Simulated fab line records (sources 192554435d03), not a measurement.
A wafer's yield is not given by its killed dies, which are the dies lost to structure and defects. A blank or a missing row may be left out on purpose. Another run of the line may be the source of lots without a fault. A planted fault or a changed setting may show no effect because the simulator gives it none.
fab line records || flow n5Finfet || part 2 of 2: steps 21 to 28 of 28
record: {"lots": 5, "wafers": 15, "lastDay": 16}
route steps=1938 shown BEOL_M11@1557
lots that met no fault: from a run of the same line without faults
startH: hours from the record's first day to the start of the lot's first wafer shown || waitH: hours since the lot's step before || " as in the row above || L1.1+2: one row covering several wafers at once || - no value, or no start was given || * or withheld: withheld || < > ~ a bound
route shown NAME@n: a module of which the file shows steps, and the number in the route of the first || usual: the fault-free wafers' mean and standard deviation || same: alike in all rows || chamber/n: place in a boat || sites: the reading at each site || _std_site: how widely they spread, as a standard deviation || _edge_site: mean of outer sites minus mean of inner sites || radiusMm: for every site, how far away it sits from the centre of the wafer || mask NAME#n: copy n || behind: the last tool/chamber to shape the wafer || hold: why the lot was held/for how many hours/how that ended || device: the transistor (n, p or np) that didn't switch || end of line: tests run on the same wafers once the route is complete || step lacking rows: just its recipe || killed: at the first sort, the dies lost to defects and structure; wafer yield is something else || map: a wafer's dies, marking killed ones x, the rest . and places with no die _
set.NAME: the setting the step ran with; set.NAME@STEP: the setting that earlier step ran with || model.NAME: the simulator's own value behind a step, which no gauge read
lots at some steps of the route; a table a step, a row a wafer
services: a tool's chamber out of use, with start hour (startH, from the record's first day; less than 0 if before it), hours out, and reason
== steps ==
step: N5_BEOL_M11_STRIP_36
recipe: {"chemistry": "N2/H2", "powerW": 450, "tempC": 40, "pressureMtorr": 20, "rfFrequencyHz": 6e+07, "overashFraction": 0.3, "biasPowerW": 7, "h2Frac": 0.5, "n2FlowSccm": 200, "h2FlowSccm": 200}
usual: {"drypumpMotorCurrentA": "5.6/0.51", "n2FlowSccm": "200.1/0.63", "oesProductAu": "0.81/0.096", "rfVppV": "59.2/1.8", "showerheadPlenumPTorr": "2.53/0.12", "throttleValvePct": "23.6/0.34"}
{"lot.wafer": "L081.2", "tool": "rieDiel-06", "chamber": 0, "startH": 255.98, "waitH": 0.0, "drypumpMotorCurrentA": 6.2, "n2FlowSccm": 199.2, "oesProductAu": 0.71, "rfHoursCounterH": 243, "rfVppV": 58.3, "showerheadPlenumPTorr": 2.41, "throttleValvePct": 24.2}
{"lot.wafer": "L081.4", "tool": "rieDiel-06", "chamber": 3, "startH": 255.98, "waitH": 0.0, "drypumpMotorCurrentA": 4.8, "n2FlowSccm": 199.2, "oesProductAu": 0.81, "rfHoursCounterH": 116, "rfVppV": 61.4, "showerheadPlenumPTorr": 2.54, "throttleValvePct": 23.4}
{"lot.wafer": "L081.5", "tool": "rieDiel-06", "chamber": 0, "startH": 255.98, "waitH": 0.0, "drypumpMotorCurrentA": 6.2, "n2FlowSccm": 200.3, "oesProductAu": 0.70, "rfHoursCounterH": "-", "rfVppV": 58.1, "showerheadPlenumPTorr": 2.41, "throttleValvePct": 24.2}
{"lot.wafer": "L084.1", "tool": "rieDiel-03", "chamber": 2, "startH": 276.82, "waitH": 0.0, "drypumpMotorCurrentA": 5.2, "n2FlowSccm": 198.9, "oesProductAu": 0.83, "rfHoursCounterH": 83, "rfVppV": 59.7, "showerheadPlenumPTorr": 2.46, "throttleValvePct": 23.5}
{"lot.wafer": "L084.4", "tool": "rieDiel-03", "chamber": 3, "startH": 276.82, "waitH": 0.0, "drypumpMotorCurrentA": 6.4, "n2FlowSccm": 199.5, "oesProductAu": 1.03, "rfHoursCounterH": "-", "rfVppV": 55.9, "showerheadPlenumPTorr": 2.71, "throttleValvePct": 23.1}
{"lot.wafer": "L084.5", "tool": "rieDiel-03", "chamber": 1, "startH": 276.82, "waitH": 0.0, "drypumpMotorCurrentA": 5.0, "n2FlowSccm": 199.6, "oesProductAu": 0.84, "rfHoursCounterH": "-", "rfVppV": 60.8, "showerheadPlenumPTorr": 2.69, "throttleValvePct": 23.6}
{"lot.wafer": "L090.2", "tool": "rieDiel-03", "chamber": 1, "startH": 322.53, "waitH": 0.0, "drypumpMotorCurrentA": 5.0, "n2FlowSccm": 200.3, "oesProductAu": 0.82, "rfHoursCounterH": 82, "rfVppV": 58.2, "showerheadPlenumPTorr": 2.69, "throttleValvePct": 23.6}
{"lot.wafer": "L090.4", "tool": "rieDiel-03", "chamber": 3, "startH": 322.53, "waitH": 0.0, "drypumpMotorCurrentA": 6.5, "n2FlowSccm": 200.0, "oesProductAu": 0.96, "rfHoursCounterH": 16, "rfVppV": 60.4, "showerheadPlenumPTorr": 2.70, "throttleValvePct": 23.1}
{"lot.wafer": "L090.6", "tool": "rieDiel-03", "chamber": 0, "startH": 322.53, "waitH": 0.0, "drypumpMotorCurrentA": 5.9, "n2FlowSccm": 201.0, "oesProductAu": 0.66, "rfHoursCounterH": "-", "rfVppV": 59.2, "showerheadPlenumPTorr": 2.62, "throttleValvePct": 23.4}
{"lot.wafer": "L095.1", "tool": "rieDiel-02", "chamber": 0, "startH": 342.41, "waitH": 0.0, "drypumpMotorCurrentA": 5.7, "n2FlowSccm": 200.5, "oesProductAu": 0.70, "rfHoursCounterH": 193, "rfVppV": 61.3, "showerheadPlenumPTorr": 2.34, "throttleValvePct": 24.3}
{"lot.wafer": "L095.3", "tool": "rieDiel-02", "chamber": 3, "startH": 342.41, "waitH": 0.0, "drypumpMotorCurrentA": 6.0, "n2FlowSccm": 199.8, "oesProductAu": 0.89, "rfHoursCounterH": 44, "rfVppV": 63.2, "showerheadPlenumPTorr": 2.60, "throttleValvePct": 23.4}
{"lot.wafer": "L095.4", "tool": "rieDiel-02", "chamber": 2, "startH": 342.41, "waitH": 0.0, "drypumpMotorCurrentA": 5.7, "n2FlowSccm": 200.9, "oesProductAu": 0.79, "rfHoursCounterH": 131, "rfVppV": 60.5, "showerheadPlenumPTorr": 2.42, "throttleValvePct": 23.7}
{"lot.wafer": "L096.1", "tool": "rieDiel-03", "chamber": 1, "startH": 352.05, "waitH": 0.0, "drypumpMotorCurrentA": 5.0, "n2FlowSccm": 200.4, "oesProductAu": 0.78, "rfHoursCounterH": 91, "rfVppV": 59.5, "showerheadPlenumPTorr": 2.68, "throttleValvePct": 23.6}
{"lot.wafer": "L096.2", "tool": "rieDiel-03", "chamber": 0, "startH": 352.05, "waitH": 0.0, "drypumpMotorCurrentA": 6.0, "n2FlowSccm": 201.5, "oesProductAu": 0.65, "rfHoursCounterH": 241, "rfVppV": 63.0, "showerheadPlenumPTorr": 2.61, "throttleValvePct": 23.4}
{"lot.wafer": "L096.3", "tool": "rieDiel-03", "chamber": 2, "startH": 352.05, "waitH": 0.0, "drypumpMotorCurrentA": 5.3, "n2FlowSccm": 200.4, "oesProductAu": 0.79, "rfHoursCounterH": 105, "rfVppV": 59.1, "showerheadPlenumPTorr": 2.45, "throttleValvePct": 23.6}
step: N5_BEOL_M11_TRENCH_ETCH_37
recipe: {"chemistry": "C4F6/O2", "targetDepthA": 1488.3, "target": "SiCOH_lowk", "timeS": 48, "ionEnergyEv": 250, "pressureMtorr": 30, "sourceW": 345, "biasW": 185, "Ar_flow_sccm": 300, "C4F6_flow_sccm": 10, "O2_flow_sccm": 10}
usual: {"drypumpMotorCurrentA": "5.6/0.52", "oesProductAu": "0.81/0.091", "rfVppV": "655/14", "showerheadPlenumPTorr": "2.84/0.13", "throttleValvePct": "20.96/0.24"}
{"lot.wafer": "L081.2", "tool": "rieDiel-06", "chamber": 0, "startH": "-", "waitH": "-", "drypumpMotorCurrentA": 6.2, "oesProductAu": 0.70, "rfHoursCounterH": 243, "rfVppV": 676, "showerheadPlenumPTorr": 2.69, "throttleValvePct": 21.39}
{"lot.wafer": "L081.4", "tool": "rieDiel-06", "chamber": 3, "startH": "-", "waitH": "-", "drypumpMotorCurrentA": 4.7, "oesProductAu": 0.82, "rfHoursCounterH": 116, "rfVppV": 653, "showerheadPlenumPTorr": 2.82, "throttleValvePct": 20.84}
{"lot.wafer": "L081.5", "tool": "rieDiel-06", "chamber": 0, "startH": "-", "waitH": "-", "drypumpMotorCurrentA": 6.2, "oesProductAu": 0.70, "rfHoursCounterH": "-", "rfVppV": 675, "showerheadPlenumPTorr": 2.69, "throttleValvePct": 21.38}
{"lot.wafer": "L084.1", "tool": "rieDiel-03", "chamber": 2, "startH": "-", "waitH": "-", "drypumpMotorCurrentA": 5.3, "oesProductAu": 0.81, "rfHoursCounterH": 83, "rfVppV": 663, "showerheadPlenumPTorr": 2.76, "throttleValvePct": 21.07}
{"lot.wafer": "L084.4", "tool": "rieDiel-03", "chamber": 3, "startH": "-", "waitH": "-", "drypumpMotorCurrentA": 6.4, "oesProductAu": 1.00, "rfHoursCounterH": "-", "rfVppV": 647, "showerheadPlenumPTorr": 3.00, "throttleValvePct": 20.44}
{"lot.wafer": "L084.5", "tool": "rieDiel-03", "chamber": 1, "startH": "-", "waitH": "-", "drypumpMotorCurrentA": 5.0, "oesProductAu": 0.83, "rfHoursCounterH": "-", "rfVppV": 647, "showerheadPlenumPTorr": 3.00, "throttleValvePct": 20.72}
{"lot.wafer": "L090.2", "tool": "rieDiel-03", "chamber": 1, "startH": "-", "waitH": "-", "drypumpMotorCurrentA": 5.1, "oesProductAu": 0.81, "rfHoursCounterH": 82, "rfVppV": 646, "showerheadPlenumPTorr": 2.99, "throttleValvePct": 20.76}
{"lot.wafer": "L090.4", "tool": "rieDiel-03", "chamber": 3, "startH": "-", "waitH": "-", "drypumpMotorCurrentA": 6.4, "oesProductAu": 0.93, "rfHoursCounterH": 16, "rfVppV": 648, "showerheadPlenumPTorr": 2.99, "throttleValvePct": 20.46}
{"lot.wafer": "L090.6", "tool": "rieDiel-03", "chamber": 0, "startH": "-", "waitH": "-", "drypumpMotorCurrentA": 6.0, "oesProductAu": 0.66, "rfHoursCounterH": "-", "rfVppV": 647, "showerheadPlenumPTorr": 2.94, "throttleValvePct": 20.91}
{"lot.wafer": "L095.1", "tool": "rieDiel-02", "chamber": 0, "startH": "-", "waitH": "-", "drypumpMotorCurrentA": 5.7, "oesProductAu": 0.70, "rfHoursCounterH": 193, "rfVppV": 665, "showerheadPlenumPTorr": 2.63, "throttleValvePct": 21.34}
{"lot.wafer": "L095.3", "tool": "rieDiel-02", "chamber": 3, "startH": "-", "waitH": "-", "drypumpMotorCurrentA": 6.0, "oesProductAu": 0.87, "rfHoursCounterH": 44, "rfVppV": 681, "showerheadPlenumPTorr": 2.94, "throttleValvePct": 20.92}
{"lot.wafer": "L095.4", "tool": "rieDiel-02", "chamber": 2, "startH": "-", "waitH": "-", "drypumpMotorCurrentA": 5.6, "oesProductAu": 0.78, "rfHoursCounterH": 131, "rfVppV": 643, "showerheadPlenumPTorr": 2.74, "throttleValvePct": 20.98}
{"lot.wafer": "L096.1", "tool": "rieDiel-03", "chamber": 1, "startH": "-", "waitH": "-", "drypumpMotorCurrentA": 5.0, "oesProductAu": 0.80, "rfHoursCounterH": 91, "rfVppV": 645, "showerheadPlenumPTorr": 2.99, "throttleValvePct": 20.75}
{"lot.wafer": "L096.2", "tool": "rieDiel-03", "chamber": 0, "startH": "-", "waitH": "-", "drypumpMotorCurrentA": 6.0, "oesProductAu": 0.66, "rfHoursCounterH": 241, "rfVppV": 647, "showerheadPlenumPTorr": 2.93, "throttleValvePct": 20.92}
{"lot.wafer": "L096.3", "tool": "rieDiel-03", "chamber": 2, "startH": "-", "waitH": "-", "drypumpMotorCurrentA": 5.2, "oesProductAu": 0.78, "rfHoursCounterH": 105, "rfVppV": 662, "showerheadPlenumPTorr": 2.75, "throttleValvePct": 21.09}
step: N5_BEOL_M11_ETCH_41
recipe: {"chemistry": "CH3F/O2", "target": "SiCN", "targetDepthA": 426, "taperDeg": 2, "timeS": 86, "ionEnergyEv": 120, "maskMaterial": "TiN", "pressureMtorr": 30, "sourceW": 395, "biasW": 75, "Ar_flow_sccm": 150, "CH3F_flow_sccm": 30, "O2_flow_sccm": 20}
usual: {"drypumpMotorCurrentA": "5.6/0.52", "oesProductAu": "0.80/0.091", "rfVppV": "297.2/2.1", "showerheadPlenumPTorr": "2.00/0.094", "throttleValvePct": "16.34/0.24"}
{"lot.wafer": "L081.2", "tool": "rieDiel-06", "chamber": 0, "startH": "-", "waitH": "-", "drypumpMotorCurrentA": 6.2, "oesProductAu": 0.69, "rfHoursCounterH": 243, "rfVppV": 296.2, "showerheadPlenumPTorr": 1.88, "throttleValvePct": 16.83}
{"lot.wafer": "L081.4", "tool": "rieDiel-06", "chamber": 3, "startH": "-", "waitH": "-", "drypumpMotorCurrentA": 4.7, "oesProductAu": 0.81, "rfHoursCounterH": 117, "rfVppV": 298.0, "showerheadPlenumPTorr": 1.99, "throttleValvePct": 16.34}
{"lot.wafer": "L081.5", "tool": "rieDiel-06", "chamber": 0, "startH": "-", "waitH": "-", "drypumpMotorCurrentA": 6.2, "oesProductAu": 0.70, "rfHoursCounterH": "-", "rfVppV": 296.2, "showerheadPlenumPTorr": 1.88, "throttleValvePct": 16.81}
{"lot.wafer": "L084.1", "tool": "rieDiel-03", "chamber": 2, "startH": "-", "waitH": "-", "drypumpMotorCurrentA": 5.2, "oesProductAu": 0.81, "rfHoursCounterH": 83, "rfVppV": 296.5, "showerheadPlenumPTorr": 1.94, "throttleValvePct": 16.46}
{"lot.wafer": "L084.4", "tool": "rieDiel-03", "chamber": 3, "startH": "-", "waitH": "-", "drypumpMotorCurrentA": 6.4, "oesProductAu": 1.00, "rfHoursCounterH": "-", "rfVppV": 301.5, "showerheadPlenumPTorr": 2.12, "throttleValvePct": 15.89}
{"lot.wafer": "L084.5", "tool": "rieDiel-03", "chamber": 1, "startH": "-", "waitH": "-", "drypumpMotorCurrentA": 5.0, "oesProductAu": 0.83, "rfHoursCounterH": "-", "rfVppV": 300.0, "showerheadPlenumPTorr": 2.11, "throttleValvePct": 16.08}
{"lot.wafer": "L090.2", "tool": "rieDiel-03", "chamber": 1, "startH": "-", "waitH": "-", "drypumpMotorCurrentA": 5.0, "oesProductAu": 0.81, "rfHoursCounterH": 82, "rfVppV": 298.7, "showerheadPlenumPTorr": 2.11, "throttleValvePct": 16.10}
{"lot.wafer": "L090.4", "tool": "rieDiel-03", "chamber": 3, "startH": "-", "waitH": "-", "drypumpMotorCurrentA": 6.5, "oesProductAu": 0.94, "rfHoursCounterH": 16, "rfVppV": 301.7, "showerheadPlenumPTorr": 2.11, "throttleValvePct": 15.93}
{"lot.wafer": "L090.6", "tool": "rieDiel-03", "chamber": 0, "startH": "-", "waitH": "-", "drypumpMotorCurrentA": 6.0, "oesProductAu": 0.66, "rfHoursCounterH": "-", "rfVppV": 297.7, "showerheadPlenumPTorr": 2.07, "throttleValvePct": 16.37}
{"lot.wafer": "L095.1", "tool": "rieDiel-02", "chamber": 0, "startH": "-", "waitH": "-", "drypumpMotorCurrentA": 5.7, "oesProductAu": 0.70, "rfHoursCounterH": 193, "rfVppV": 294.1, "showerheadPlenumPTorr": 1.84, "throttleValvePct": 16.70}
{"lot.wafer": "L095.3", "tool": "rieDiel-02", "chamber": 3, "startH": "-", "waitH": "-", "drypumpMotorCurrentA": 6.0, "oesProductAu": 0.87, "rfHoursCounterH": 44, "rfVppV": 298.7, "showerheadPlenumPTorr": 2.06, "throttleValvePct": 16.19}
{"lot.wafer": "L095.4", "tool": "rieDiel-02", "chamber": 2, "startH": "-", "waitH": "-", "drypumpMotorCurrentA": 5.6, "oesProductAu": 0.78, "rfHoursCounterH": 131, "rfVppV": 297.3, "showerheadPlenumPTorr": 1.92, "throttleValvePct": 16.37}
{"lot.wafer": "L096.1", "tool": "rieDiel-03", "chamber": 1, "startH": "-", "waitH": "-", "drypumpMotorCurrentA": 5.1, "oesProductAu": 0.79, "rfHoursCounterH": 92, "rfVppV": 298.9, "showerheadPlenumPTorr": 2.10, "throttleValvePct": 16.11}
{"lot.wafer": "L096.2", "tool": "rieDiel-03", "chamber": 0, "startH": "-", "waitH": "-", "drypumpMotorCurrentA": 6.0, "oesProductAu": 0.67, "rfHoursCounterH": 241, "rfVppV": 298.2, "showerheadPlenumPTorr": 2.06, "throttleValvePct": 16.39}
{"lot.wafer": "L096.3", "tool": "rieDiel-03", "chamber": 2, "startH": "-", "waitH": "-", "drypumpMotorCurrentA": 5.3, "oesProductAu": 0.78, "rfHoursCounterH": 105, "rfVppV": 294.3, "showerheadPlenumPTorr": 1.93, "throttleValvePct": 16.50}
step: N5_BEOL_M11_STRIP_77
recipe: {"chemistry": "N2/H2", "timeS": 10, "powerW": 450, "tempC": 40, "pressureMtorr": 20, "rfFrequencyHz": 6e+07, "biasPowerW": 7, "n2FlowSccm": 200, "h2FlowSccm": 200}
usual: {"drypumpMotorCurrentA": "5.6/0.51", "n2FlowSccm": "200.0/0.57", "oesProductAu": "0.81/0.096", "rfVppV": "59.2/0.9", "showerheadPlenumPTorr": "2.53/0.12", "throttleValvePct": "23.6/0.35"}
{"lot.wafer": "L081.2", "tool": "rieDiel-06", "chamber": 0, "startH": "-", "waitH": "-", "drypumpMotorCurrentA": 6.2, "n2FlowSccm": 199.1, "oesProductAu": 0.69, "rfHoursCounterH": 243, "rfVppV": 57.8, "showerheadPlenumPTorr": 2.41, "throttleValvePct": 24.2}
{"lot.wafer": "L081.4", "tool": "rieDiel-06", "chamber": 3, "startH": "-", "waitH": "-", "drypumpMotorCurrentA": 4.8, "n2FlowSccm": 200.4, "oesProductAu": 0.81, "rfHoursCounterH": 117, "rfVppV": 59.7, "showerheadPlenumPTorr": 2.54, "throttleValvePct": 23.5}
{"lot.wafer": "L081.5", "tool": "rieDiel-06", "chamber": 0, "startH": "-", "waitH": "-", "drypumpMotorCurrentA": 6.3, "n2FlowSccm": 200.4, "oesProductAu": 0.69, "rfHoursCounterH": "-", "rfVppV": 59.2, "showerheadPlenumPTorr": 2.41, "throttleValvePct": 24.2}
{"lot.wafer": "L084.1", "tool": "rieDiel-03", "chamber": 2, "startH": "-", "waitH": "-", "drypumpMotorCurrentA": 5.3, "n2FlowSccm": 199.5, "oesProductAu": 0.82, "rfHoursCounterH": 84, "rfVppV": 57.6, "showerheadPlenumPTorr": 2.46, "throttleValvePct": 23.5}
{"lot.wafer": "L084.4", "tool": "rieDiel-03", "chamber": 3, "startH": "-", "waitH": "-", "drypumpMotorCurrentA": 6.5, "n2FlowSccm": 200.2, "oesProductAu": 1.01, "rfHoursCounterH": "-", "rfVppV": 60.6, "showerheadPlenumPTorr": 2.71, "throttleValvePct": 23.1}
{"lot.wafer": "L084.5", "tool": "rieDiel-03", "chamber": 1, "startH": "-", "waitH": "-", "drypumpMotorCurrentA": 5.0, "n2FlowSccm": 198.9, "oesProductAu": 0.83, "rfHoursCounterH": "-", "rfVppV": 60.2, "showerheadPlenumPTorr": 2.69, "throttleValvePct": 23.6}
{"lot.wafer": "L090.2", "tool": "rieDiel-03", "chamber": 1, "startH": "-", "waitH": "-", "drypumpMotorCurrentA": 5.1, "n2FlowSccm": 200.2, "oesProductAu": 0.81, "rfHoursCounterH": 82, "rfVppV": 60.4, "showerheadPlenumPTorr": 2.69, "throttleValvePct": 23.6}
{"lot.wafer": "L090.4", "tool": "rieDiel-03", "chamber": 3, "startH": "-", "waitH": "-", "drypumpMotorCurrentA": 6.4, "n2FlowSccm": 200.3, "oesProductAu": 0.95, "rfHoursCounterH": 16, "rfVppV": 58.6, "showerheadPlenumPTorr": 2.70, "throttleValvePct": 23.1}
{"lot.wafer": "L090.6", "tool": "rieDiel-03", "chamber": 0, "startH": "-", "waitH": "-", "drypumpMotorCurrentA": 5.9, "n2FlowSccm": 201.4, "oesProductAu": 0.67, "rfHoursCounterH": "-", "rfVppV": 60.3, "showerheadPlenumPTorr": 2.62, "throttleValvePct": 23.4}
{"lot.wafer": "L095.1", "tool": "rieDiel-02", "chamber": 0, "startH": "-", "waitH": "-", "drypumpMotorCurrentA": 5.7, "n2FlowSccm": 200.4, "oesProductAu": 0.70, "rfHoursCounterH": 193, "rfVppV": 58.8, "showerheadPlenumPTorr": 2.34, "throttleValvePct": 24.3}
{"lot.wafer": "L095.3", "tool": "rieDiel-02", "chamber": 3, "startH": "-", "waitH": "-", "drypumpMotorCurrentA": 6.0, "n2FlowSccm": 199.2, "oesProductAu": 0.88, "rfHoursCounterH": 44, "rfVppV": 60.0, "showerheadPlenumPTorr": 2.60, "throttleValvePct": 23.3}
{"lot.wafer": "L095.4", "tool": "rieDiel-02", "chamber": 2, "startH": "-", "waitH": "-", "drypumpMotorCurrentA": 5.7, "n2FlowSccm": 199.7, "oesProductAu": 0.79, "rfHoursCounterH": 131, "rfVppV": 58.7, "showerheadPlenumPTorr": 2.42, "throttleValvePct": 23.8}
{"lot.wafer": "L096.1", "tool": "rieDiel-03", "chamber": 1, "startH": "-", "waitH": "-", "drypumpMotorCurrentA": 5.0, "n2FlowSccm": 199.3, "oesProductAu": 0.81, "rfHoursCounterH": 92, "rfVppV": 59.8, "showerheadPlenumPTorr": 2.68, "throttleValvePct": 23.6}
{"lot.wafer": "L096.2", "tool": "rieDiel-03", "chamber": 0, "startH": "-", "waitH": "-", "drypumpMotorCurrentA": 5.9, "n2FlowSccm": 200.2, "oesProductAu": 0.66, "rfHoursCounterH": 241, "rfVppV": 58.7, "showerheadPlenumPTorr": 2.61, "throttleValvePct": 23.4}
{"lot.wafer": "L096.3", "tool": "rieDiel-03", "chamber": 2, "startH": "-", "waitH": "-", "drypumpMotorCurrentA": 5.3, "n2FlowSccm": 199.3, "oesProductAu": 0.80, "rfHoursCounterH": 106, "rfVppV": 58.3, "showerheadPlenumPTorr": 2.45, "throttleValvePct": 23.5}
step: N5_BEOL_M11_OCD_MEAS_38
usual: {"trenchDepthNm": "146.6/2.6"}
{"lot.wafer": "L081.2", "tool": "ocd-01", "chamber": "-", "startH": 256.20, "waitH": "-", "trenchDepthNm": 147.5}
{"lot.wafer": "L081.4", "tool": "ocd-01", "chamber": "-", "startH": 256.20, "waitH": "-", "trenchDepthNm": 151.7}
{"lot.wafer": "L081.5", "tool": "ocd-01", "chamber": "-", "startH": 256.20, "waitH": "-", "trenchDepthNm": 148.8}
{"lot.wafer": "L084.1", "tool": "ocd-02", "chamber": "-", "startH": 277.04, "waitH": "-", "trenchDepthNm": 148.5}
{"lot.wafer": "L084.4", "tool": "ocd-02", "chamber": "-", "startH": 277.04, "waitH": "-", "trenchDepthNm": 148.4}
{"lot.wafer": "L084.5", "tool": "ocd-02", "chamber": "-", "startH": 277.04, "waitH": "-", "trenchDepthNm": 147.1}
{"lot.wafer": "L090.2", "tool": "ocd-01", "chamber": "-", "startH": 322.76, "waitH": "-", "trenchDepthNm": 147.1}
{"lot.wafer": "L090.4", "tool": "ocd-01", "chamber": "-", "startH": 322.76, "waitH": "-", "trenchDepthNm": 147.5}
{"lot.wafer": "L090.6", "tool": "ocd-01", "chamber": "-", "startH": 322.76, "waitH": "-", "trenchDepthNm": 143.3}
{"lot.wafer": "L095.1", "tool": "ocd-01", "chamber": "-", "startH": 342.63, "waitH": "-", "trenchDepthNm": 143.4}
{"lot.wafer": "L095.3", "tool": "ocd-01", "chamber": "-", "startH": 342.63, "waitH": "-", "trenchDepthNm": 143.2}
{"lot.wafer": "L095.4", "tool": "ocd-01", "chamber": "-", "startH": 342.63, "waitH": "-", "trenchDepthNm": 146.0}
{"lot.wafer": "L096.1", "tool": "ocd-02", "chamber": "-", "startH": 352.27, "waitH": "-", "trenchDepthNm": 147.2}
{"lot.wafer": "L096.2", "tool": "ocd-02", "chamber": "-", "startH": 352.27, "waitH": "-", "trenchDepthNm": 145.4}
{"lot.wafer": "L096.3", "tool": "ocd-02", "chamber": "-", "startH": 352.27, "waitH": "-", "trenchDepthNm": 148.2}
step: N5_BEOL_M11_HM_STRIP_39
recipe: {"chemistry": "peroxideTinStrip", "material": "TiN", "targetDepthA": 250, "tempC": 50, "timeS": 158}
{"lot.wafer": "L081.2+4+5", "tool": "wetBench-05", "chamber": "4,7,6", "startH": 256.23, "waitH": 0.0}
{"lot.wafer": "L084.1+4+5", "tool": "wetBench-01", "chamber": "6,4,5", "startH": 277.08, "waitH": 0.0}
{"lot.wafer": "L090.2+4+6", "tool": "wetBench-01", "chamber": "5,7,2", "startH": 322.79, "waitH": 0.0}
{"lot.wafer": "L095.1+3+4", "tool": "wetBench-03", "chamber": "5,3,7", "startH": 342.66, "waitH": 0.0}
{"lot.wafer": "L096.1+2+3", "tool": "wetBench-05", "chamber": "2,3,6", "startH": 352.30, "waitH": 0.0}
step: N5_BEOL_M11_SRD_40
recipe: {"timeS": 30, "tempC": 23, "rinseLiquid": "diw", "dry": "ipaMarangoni"}
{"lot.wafer": "L081.2+4+5", "tool": "wetBench-05", "chamber": "4,7,6", "startH": 256.28, "waitH": 0.0}
{"lot.wafer": "L084.1+4+5", "tool": "wetBench-01", "chamber": "6,4,5", "startH": 277.13, "waitH": 0.0}
{"lot.wafer": "L090.2+4+6", "tool": "wetBench-01", "chamber": "5,7,2", "startH": 322.84, "waitH": 0.0}
{"lot.wafer": "L095.1+3+4", "tool": "wetBench-03", "chamber": "5,3,7", "startH": 342.71, "waitH": 0.0}
{"lot.wafer": "L096.1+2+3", "tool": "wetBench-05", "chamber": "2,3,6", "startH": 352.35, "waitH": 0.0}
step: N5_BEOL_M11_PRECLEAN_42
recipe: {"chemistry": "residueRemover", "timeS": 60, "tempC": 40}
{"lot.wafer": "L081.2+4+5", "tool": "wetBench-05", "chamber": "4,7,6", "startH": 256.29, "waitH": 0.0}
{"lot.wafer": "L084.1+4+5", "tool": "wetBench-01", "chamber": "6,4,5", "startH": 277.14, "waitH": 0.0}
{"lot.wafer": "L090.2+4+6", "tool": "wetBench-01", "chamber": "5,7,2", "startH": 322.86, "waitH": 0.0}
{"lot.wafer": "L095.1+3+4", "tool": "wetBench-03", "chamber": "5,3,7", "startH": 342.72, "waitH": 0.0}
{"lot.wafer": "L096.1+2+3", "tool": "wetBench-05", "chamber": "2,3,6", "startH": 352.37, "waitH": 0.0}
== services ==
{"tool": "arfiScanner-02", "chamber": "-", "startH": 248.25, "hours": 1.4, "kind": "repair"}
{"tool": "arfiScanner-03", "chamber": "-", "startH": 261.58, "hours": 2.1, "kind": "repair"}
{"tool": "arfiScanner-02", "chamber": "-", "startH": 271.21, "hours": 0.8, "kind": "pm"}
{"tool": "rieDiel-03", "chamber": 0, "startH": 274.83, "hours": 3.8, "kind": "repair"}
{"tool": "arfiScanner-03", "chamber": "-", "startH": 275.52, "hours": 4.9, "kind": "pm"}
{"tool": "rieDiel-06", "chamber": 3, "startH": 276.39, "hours": 6.5, "kind": "repair"}
{"tool": "rieDiel-02", "chamber": 3, "startH": 277.39, "hours": 11.6, "kind": "repair"}
{"tool": "arfiScanner-01", "chamber": "-", "startH": 282.37, "hours": 1.0, "kind": "pm"}
{"tool": "arfiScanner-01", "chamber": "-", "startH": 283.37, "hours": 3.9, "kind": "pm"}
{"tool": "rieMetal-02", "chamber": 0, "startH": 288.25, "hours": 18.7, "kind": "repair"}
{"tool": "rieDiel-06", "chamber": 3, "startH": 289.56, "hours": 18.8, "kind": "repair"}
{"tool": "rieDiel-02", "chamber": 3, "startH": 297.64, "hours": 18.1, "kind": "repair"}
{"tool": "arfiScanner-02", "chamber": "-", "startH": 303.62, "hours": 1.3, "kind": "pm"}
{"tool": "rieDiel-02", "chamber": 1, "startH": 303.65, "hours": 4.8, "kind": "repair"}
{"tool": "arfiScanner-02", "chamber": "-", "startH": 306.38, "hours": 1.0, "kind": "pm"}
{"tool": "arfiScanner-03", "chamber": "-", "startH": 309.50, "hours": 0.8, "kind": "pm"}
{"tool": "arfiScanner-01", "chamber": "-", "startH": 310.03, "hours": 0.8, "kind": "pm"}
{"tool": "rieDiel-06", "chamber": 1, "startH": 313.27, "hours": 20.2, "kind": "repair"}
{"tool": "rieDiel-02", "chamber": 0, "startH": 320.60, "hours": 12.9, "kind": "repair"}
{"tool": "arfiScanner-02", "chamber": "-", "startH": 324.89, "hours": 0.8, "kind": "pm"}
{"tool": "arfiScanner-01", "chamber": "-", "startH": 329.01, "hours": 4.9, "kind": "pm"}
{"tool": "arfiScanner-02", "chamber": "-", "startH": 335.99, "hours": 0.4, "kind": "repair"}
{"tool": "rieDiel-03", "chamber": 2, "startH": 336.02, "hours": 2.5, "kind": "repair"}
{"tool": "arfiScanner-02", "chamber": "-", "startH": 340.59, "hours": 0.6, "kind": "repair"}
